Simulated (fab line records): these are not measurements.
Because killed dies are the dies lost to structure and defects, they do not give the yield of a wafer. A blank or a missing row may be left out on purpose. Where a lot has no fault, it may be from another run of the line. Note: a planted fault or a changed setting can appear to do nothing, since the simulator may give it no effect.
Lot-split experiment | flow n5 finfet | route with 1938 steps; 7 lots, 39 wafers read

THE SPLIT
At N5_HKMG_FIN_ETCH_54 (etches SiARC in CF4, target depth 45.5 nm, time 75.8 s), the setting source w was moved away from the recipe's 545 W on 15 of the 39 wafers read, by -16.7% to +15.9%. The other wafers ran this setting at the recipe's value.

The reading comes from the split's own step.

THE READING
rf vpp V, in V, at N5_HKMG_FIN_ETCH_54 (etches SiARC in CF4, target depth 45.5 nm, time 75.8 s). On this fab line, fault-free wafers typically give 184.5 V with a standard deviation of 1.1 V.

wafer  | tool, chamber at the split | source w as run, W | against the recipe | rf vpp V, V | against lot-mates on the recipe
L079.1 | rie diel-05, 0             | 545                | recipe             | 183.1       | -
L079.2 | rie diel-05, 2             | 545                | recipe             | 184.5       | -
L079.3 | rie diel-05, 1             | 545                | recipe             | 186.2       | -
L084.1 | rie diel-05, 3             | 545                | recipe             | 185.3       | -
L084.2 | rie diel-05, 2             | 545                | recipe             | 184.3       | -
L084.3 | rie diel-05, 1             | 631.6              | +15.9%             | 177.4       | -6.9
L084.4 | rie diel-05, 0             | 545                | recipe             | 183.4       | -
L084.5 | rie diel-05, 3             | 631.6              | +15.9%             | 175.9       | -8.4
L084.6 | rie diel-05, 2             | 631.6              | +15.9%             | 175.6       | -8.7
L085.1 | rie diel-05, 3             | 454.1              | -16.7%             | 196.0       | +11.3
L085.2 | rie diel-05, 1             | 454.1              | -16.7%             | 198.4       | +13.7
L085.3 | rie diel-05, 2             | 545                | recipe             | 184.9       | -
L085.4 | rie diel-05, 0             | 545                | recipe             | 183.3       | -
L085.5 | rie diel-05, 3             | 454.1              | -16.7%             | 197.6       | +12.9
L085.6 | rie diel-05, 2             | 545                | recipe             | 186.0       | -
L086.1 | rie diel-02, 3             | 580.5              | +6.5%              | 181.3       | -4.1
L086.2 | rie diel-02, 1             | 545                | recipe             | 186.2       | -
L086.3 | rie diel-02, 0             | 545                | recipe             | 185.1       | -
L086.4 | rie diel-02, 2             | 580.5              | +6.5%              | 182.4       | -3.0
L086.5 | rie diel-02, 2             | 580.5              | +6.5%              | 182.0       | -3.4
L086.6 | rie diel-02, 3             | 545                | recipe             | 184.9       | -
L087.1 | rie diel-05, 0             | 545                | recipe             | 184.9       | -
L087.2 | rie diel-05, 1             | 588                | +7.9%              | 180.2       | -4.3
L087.3 | rie diel-05, 3             | 588                | +7.9%              | 179.4       | -5.1
L087.4 | rie diel-05, 2             | 588                | +7.9%              | 180.7       | -3.8
L087.5 | rie diel-05, 0             | 545                | recipe             | 184.5       | -
L087.6 | rie diel-05, 1             | 545                | recipe             | 184.2       | -
L096.1 | rie diel-05, 0             | 545                | recipe             | 183.2       | -
L096.2 | rie diel-05, 2             | 545                | recipe             | 184.5       | -
L096.3 | rie diel-05, 3             | 545                | recipe             | 184.0       | -
L096.4 | rie diel-05, 1             | 545                | recipe             | 185.6       | -
L096.5 | rie diel-05, 1             | 545                | recipe             | 184.4       | -
L096.6 | rie diel-05, 0             | 545                | recipe             | 185.0       | -
L097.1 | rie diel-01, 2             | 545                | recipe             | 184.1       | -
L097.2 | rie diel-01, 3             | 608.4              | +11.6%             | 176.5       | -8.1
L097.3 | rie diel-01, 1             | 545                | recipe             | 184.4       | -
L097.4 | rie diel-01, 0             | 608.4              | +11.6%             | 178.6       | -6.0
L097.5 | rie diel-01, 0             | 545                | recipe             | 185.3       | -
L097.6 | rie diel-01, 1             | 608.4              | +11.6%             | 177.8       | -6.8

FIT RESULTS
A straight line over all 39 wafers: rf vpp V changes by -0.638 V for each +1% of source w; r = -0.97; the points scatter about the line by 1.1 V.
The same after taking each lot's own level away (the mean of its wafers on the recipe; 39 wafers): -0.633 V for each +1%; r = -0.98; scatter 1.1 V.
According to that fit, moving source w by its largest amount changes the reading by 11 V.
Across the lots, their own levels run from 184.33 to 185.40 V, a range of 1.0 times the standard deviation given above.
So the lot-to-lot level changes the slope little: the two slopes agree.
Check: with one of the wafers moved furthest among these (-16.7%) left out of the fit, the line predicts +10.9 V for it against its lot-mates. Against them it came out at +11.3 V.
Tool readings at the split's step, against how far the setting was moved: rf vpp V r = -0.97.

FILE'S OWN FIT
rf vpp V changes by -0.619 V for each +1% of source w, r = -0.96.
